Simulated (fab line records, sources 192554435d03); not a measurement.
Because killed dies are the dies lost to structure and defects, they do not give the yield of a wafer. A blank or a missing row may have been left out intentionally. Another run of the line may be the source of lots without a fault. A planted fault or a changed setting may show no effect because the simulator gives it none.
Chamber matching    flow n5 finfet    N5_DUMMY_GATE_STRIP_41 on rie diel-06 has 4 sister chambers
The step strips in O2. 4 wafers are shown with their chamber, then 9 later ones without.

## EACH WAFER AND ITS CHAMBER
wafer   chamber  showerhead plenum p Torr (Torr)
L087.1  2        1.96
L087.5  3        2.09
L090.2  1        1.92
L090.6  0        2.17

## WAFERS MISSING THEIR CHAMBER
wafer   showerhead plenum p Torr (Torr)
L092.1  1.92
L092.2  2.22
L092.6  2.17
L093.1  2.22
L093.4  1.92
L093.5  2.17
L097.1  2.17
L097.3  2.22
L097.5  1.92

## WHICH CHAMBER EACH ONE RAN IN
wafer    from the rows above       in truth
L092.1   can't be placed: 1 or 2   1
L092.2   0                         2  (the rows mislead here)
L092.6   0                         0
L093.1   0                         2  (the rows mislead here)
L093.4   can't be placed: 1 or 2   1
L093.5   0                         0
L097.1   0                         0
L097.3   0                         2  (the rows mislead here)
L097.5   can't be placed: 1 or 2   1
Placed correctly: 3 of 9. Cannot be placed on the basis of these rows: 3; the candidates contain the true chamber in 3. Placed wrongly: 3.
How it was worked out, from the rows above alone: a wafer's distance from a chamber is the root of the sum, over the readings, of the square of ((its reading less the chamber's mean) divided by the reading's scatter). If the next closest chamber is less than 2 further off than the closest, the wafer can't be placed; otherwise it belongs to the closest. A chamber's mean is the mean of its shown wafers. The scatter (one wafer shown for each chamber): square how far every hidden wafer sits from the nearest shown wafer, average those squares and take the square root.
